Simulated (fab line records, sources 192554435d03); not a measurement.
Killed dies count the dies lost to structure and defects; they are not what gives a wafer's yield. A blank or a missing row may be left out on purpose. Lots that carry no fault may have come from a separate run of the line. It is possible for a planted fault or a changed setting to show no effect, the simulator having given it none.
Chamber matching	flow n5Finfet	4 sister chambers for N5_BEOL_M12_CMP_49 on cmp-02
The step polishes, stops on SiOC, t overpolish 20.6 s, target thk 320 nm. 8 wafers are shown with their chamber, then 12 later ones without.

## EACH WAFER AND ITS CHAMBER
wafer	chamber	motorCurrentA (A)	barrierFieldEndpointS (s)
L074.5	2	6.3	30.7
L078.1	2	5.8	29.2
L080.5	1	5.1	29.9
L083.1	1	5.1	30.3
L083.5	0	6.2	30.3
L085.1	0	6.1	30.4
L085.4	3	4.9	28.5
L085.5	3	4.9	29.2

## WAFERS MISSING THEIR CHAMBER
wafer	motorCurrentA (A)	barrierFieldEndpointS (s)
L088.3	5.9	30.4
L088.4	5.1	29.8
L088.5	5.0	29.1
L089.3	6.0	30.1
L089.5	6.1	29.9
L089.6	5.2	30.1
L091.2	5.1	28.7
L091.3	6.1	29.7
L091.4	4.8	29.3
L092.2	6.2	30.3
L092.5	6.2	30.4
L092.6	5.0	29.3

## CHAMBER TAKEN BY EACH
wafer	from the rows above	in truth
L088.3	can't be placed: 2 or 0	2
L088.4	can't be placed: 1 or 3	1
L088.5	can't be placed: 3 or 1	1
L089.3	can't be placed: 2 or 0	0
L089.5	can't be placed: 2 or 0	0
L089.6	1	1
L091.2	can't be placed: 3 or 1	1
L091.3	can't be placed: 2 or 0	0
L091.4	can't be placed: 3 or 1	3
L092.2	can't be placed: 0 or 2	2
L092.5	can't be placed: 0 or 2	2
L092.6	can't be placed: 3 or 1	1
Correctly placed: 1 of 12. Unplaceable from these rows: 11, with the true chamber sitting among the candidates in 11. Wrongly placed: 0.
How it was worked out, from the rows above alone: a wafer's distance from a chamber is the root of the sum, over the readings, of the square of ((its reading less the chamber's mean) divided by the reading's scatter). The wafer belongs to the nearest chamber; if the next one is less than 2 further off, it can't be placed. The mean given for a chamber averages the wafers shown for that chamber. The scatter: the root of (the sum of the squares of (reading less its chamber's mean) over the shown wafers, divided by (wafers less chambers)).
